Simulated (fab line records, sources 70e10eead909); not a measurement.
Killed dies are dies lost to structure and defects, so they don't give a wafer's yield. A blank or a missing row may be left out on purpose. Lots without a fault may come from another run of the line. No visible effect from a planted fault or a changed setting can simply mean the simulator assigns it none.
Commonality check across tools :: flow nandHarc :: Sampled: 13 lots, 39 wafers

REASON FOR OPENING
Flagged at NHARC_A_ONON_D1_THK_MEAS_30: reading thkNm, on 2 of 13 lots. Wafers without a fault read 1001 nm, standard deviation 13.
Rule: a lot gets a flag if all its wafers with a number sit over 4 standard deviations from that mean, or if no wafer of it has a number. The rest of the lots are taken to be sound.

lot: L675
measured: day 8 12:17
on: filmMetro-01
thkNm (nm), wafer by wafer: 1001 1000 1001
flag: 

lot: L676
measured: day 9 02:07
on: filmMetro-01
thkNm (nm), wafer by wafer: 1008 1009 1008
flag: 

lot: L679
measured: day 10 10:36
on: filmMetro-02
thkNm (nm), wafer by wafer: 995 995 994
flag: 

lot: L680
measured: day 10 22:35
on: filmMetro-02
thkNm (nm), wafer by wafer: 1014 1013 1015
flag: 

lot: L681
measured: day 11 06:26
on: filmMetro-01
thkNm (nm), wafer by wafer: 977 976 976
flag: 

lot: L683
measured: day 12 03:11
on: filmMetro-02
thkNm (nm), wafer by wafer: 977 979 978
flag: 

lot: L682
measured: day 12 03:11
on: filmMetro-01
thkNm (nm), wafer by wafer: 1017 1016 1018
flag: 

lot: L685
measured: day 12 16:24
on: filmMetro-02
thkNm (nm), wafer by wafer: 1021 1020 1021
flag: 

lot: L690
measured: day 14 21:49
on: filmMetro-01
thkNm (nm), wafer by wafer: 1492 1491 1491
flag: FLAGGED

lot: L692
measured: day 16 02:24
on: filmMetro-01
thkNm (nm), wafer by wafer: 983 983 984
flag: 

lot: L693
measured: day 16 02:25
on: filmMetro-02
thkNm (nm), wafer by wafer: 1492 1493 1493
flag: FLAGGED

lot: L695
measured: day 17 04:29
on: filmMetro-01
thkNm (nm), wafer by wafer: 1012 1013 1013
flag: 

lot: L697
measured: day 17 21:13
on: filmMetro-02
thkNm (nm), wafer by wafer: 1009 1010 1011
flag: 
The mean of the flagged lots' numbers is 1492 nm, +491 nm from the usual (+38 standard deviations).

TOOL THAT RAN EACH LOT
The record holds 3 process steps before the reading, out of a route of 1302 steps. Cell contents, in order: the tool; ch with the chambers the sampled wafers went through; the start.
lot: L675
flag: 
NHARC_A_ZERO_WELL_ETCH_13: rieSi-04 ch 1,2, day 7 02:22
NHARC_A_ZERO_WELL_RTA_16: rtpAnneal-01 ch 0, day 7 03:22
NHARC_A_ONON_D1_DEP_28: pecvdOnon-04 ch 0, day 8 11:53

lot: L676
flag: 
NHARC_A_ZERO_WELL_ETCH_13: rieSi-02 ch 0,1, day 7 11:27
NHARC_A_ZERO_WELL_RTA_16: rtpAnneal-02 ch 0, day 7 12:23
NHARC_A_ONON_D1_DEP_28: pecvdOnon-04 ch 0, day 9 01:40

lot: L679
flag: 
NHARC_A_ZERO_WELL_ETCH_13: rieSi-02 ch 0,3, day 9 00:05
NHARC_A_ZERO_WELL_RTA_16: rtpAnneal-02 ch 0, day 9 01:03
NHARC_A_ONON_D1_DEP_28: pecvdOnon-03 ch 0, day 10 10:08

lot: L680
flag: 
NHARC_A_ZERO_WELL_ETCH_13: rieSi-02 ch 1,3, day 9 11:23
NHARC_A_ZERO_WELL_RTA_16: rtpAnneal-01 ch 0, day 9 12:16
NHARC_A_ONON_D1_DEP_28: pecvdOnon-04 ch 0, day 10 22:05

lot: L681
flag: 
NHARC_A_ZERO_WELL_ETCH_13: rieSi-04 ch 0,2, day 9 14:56
NHARC_A_ZERO_WELL_RTA_16: rtpAnneal-02 ch 0, day 9 15:50
NHARC_A_ONON_D1_DEP_28: pecvdOnon-04 ch 0, day 11 05:56

lot: L683
flag: 
NHARC_A_ZERO_WELL_ETCH_13: rieSi-02 ch 1,2,3, day 10 17:33
NHARC_A_ZERO_WELL_RTA_16: rtpAnneal-01 ch 0, day 10 18:26
NHARC_A_ONON_D1_DEP_28: pecvdOnon-02 ch 0, day 12 02:44

lot: L682
flag: 
NHARC_A_ZERO_WELL_ETCH_13: rieSi-03 ch 0,2,3, day 10 14:07
NHARC_A_ZERO_WELL_RTA_16: rtpAnneal-01 ch 0, day 10 15:10
NHARC_A_ONON_D1_DEP_28: pecvdOnon-03 ch 0, day 12 02:41

lot: L685
flag: 
NHARC_A_ZERO_WELL_ETCH_13: rieSi-03 ch 2,3, day 11 05:49
NHARC_A_ZERO_WELL_RTA_16: rtpAnneal-01 ch 0, day 11 06:45
NHARC_A_ONON_D1_DEP_28: pecvdOnon-02 ch 0, day 12 16:00

lot: L690
flag: FLAGGED
NHARC_A_ZERO_WELL_ETCH_13: rieSi-04 ch 1,3, day 13 11:11
NHARC_A_ZERO_WELL_RTA_16: rtpAnneal-01 ch 0, day 13 12:08
NHARC_A_ONON_D1_DEP_28: pecvdOnon-02 ch 0, day 14 21:22

lot: L692
flag: 
NHARC_A_ZERO_WELL_ETCH_13: rieSi-04 ch 2,3, day 14 15:35
NHARC_A_ZERO_WELL_RTA_16: rtpAnneal-02 ch 0, day 14 16:28
NHARC_A_ONON_D1_DEP_28: pecvdOnon-04 ch 0, day 16 01:53

lot: L693
flag: FLAGGED
NHARC_A_ZERO_WELL_ETCH_13: rieSi-03 ch 0,1,2, day 14 19:21
NHARC_A_ZERO_WELL_RTA_16: rtpAnneal-02 ch 0, day 14 20:16
NHARC_A_ONON_D1_DEP_28: pecvdOnon-02 ch 0, day 16 02:01

lot: L695
flag: 
NHARC_A_ZERO_WELL_ETCH_13: rieSi-03 ch 0,1,3, day 15 18:37
NHARC_A_ZERO_WELL_RTA_16: rtpAnneal-01 ch 0, day 15 19:33
NHARC_A_ONON_D1_DEP_28: pecvdOnon-04 ch 0, day 17 04:06

lot: L697
flag: 
NHARC_A_ZERO_WELL_ETCH_13: rieSi-03 ch 1,2,3, day 16 10:44
NHARC_A_ZERO_WELL_RTA_16: rtpAnneal-01 ch 0, day 16 11:40
NHARC_A_ONON_D1_DEP_28: pecvdOnon-04 ch 0, day 17 20:46
What the steps here do:
- NHARC_A_ZERO_WELL_ETCH_13: etches the open film in HBr/Cl2, target depth 120 nm, time 40.1 s.
- NHARC_A_ZERO_WELL_RTA_16: time 10 s.
- NHARC_A_ONON_D1_DEP_28: target thk 1000 nm.
- NHARC_A_ONON_D1_THK_MEAS_30: measures by ellipsometry.

FLAGGED OVER TOTAL, TOOL BY TOOL (the gauges that took the reading come last)
step: NHARC_A_ZERO_WELL_ETCH_13
tool: rieSi-02
lots run: 4
flagged: 0
share of the flagged lots: none
sound lots run after its first flagged lot: -

step: NHARC_A_ZERO_WELL_ETCH_13
tool: rieSi-03
lots run: 5
flagged: 1
share of the flagged lots: some
sound lots run after its first flagged lot: 2 (L695,L697)

step: NHARC_A_ZERO_WELL_ETCH_13
tool: rieSi-04
lots run: 4
flagged: 1
share of the flagged lots: some
sound lots run after its first flagged lot: 1 (L692)

step: NHARC_A_ZERO_WELL_RTA_16
tool: rtpAnneal-01
lots run: 8
flagged: 1
share of the flagged lots: some
sound lots run after its first flagged lot: 2 (L695,L697)

step: NHARC_A_ZERO_WELL_RTA_16
tool: rtpAnneal-02
lots run: 5
flagged: 1
share of the flagged lots: some
sound lots run after its first flagged lot: 0

step: NHARC_A_ONON_D1_DEP_28
tool: pecvdOnon-02
lots run: 4
flagged: 2
share of the flagged lots: all
sound lots run after its first flagged lot: 0

step: NHARC_A_ONON_D1_DEP_28
tool: pecvdOnon-03
lots run: 2
flagged: 0
share of the flagged lots: none
sound lots run after its first flagged lot: -

step: NHARC_A_ONON_D1_DEP_28
tool: pecvdOnon-04
lots run: 7
flagged: 0
share of the flagged lots: none
sound lots run after its first flagged lot: -

step: NHARC_A_ONON_D1_THK_MEAS_30
tool: filmMetro-01
lots run: 7
flagged: 1
share of the flagged lots: some
sound lots run after its first flagged lot: 2 (L692,L695)

step: NHARC_A_ONON_D1_THK_MEAS_30
tool: filmMetro-02
lots run: 6
flagged: 1
share of the flagged lots: some
sound lots run after its first flagged lot: 1 (L697)

WHAT THE TABLE ALLOWS
In the table, 1 row covers all flagged lots: pecvdOnon-02 at NHARC_A_ONON_D1_DEP_28.
- pecvdOnon-02 at NHARC_A_ONON_D1_DEP_28: 2 of its 4 lots flagged. Last sound lot L685 at day 12 16:00, first flagged lot L690 at day 14 21:22; a fault beginning in between fits.
One tool is left: pecvdOnon-02 at NHARC_A_ONON_D1_DEP_28.

WHAT HAD BEEN PUT IN BY THE SIMULATOR
pecvdOnon-02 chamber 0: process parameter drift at NHARC_A_ONON_D1_DEP_28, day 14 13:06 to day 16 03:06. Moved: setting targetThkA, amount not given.
Struck lots among those shown: L690, L693. The rule above reached the same finding.
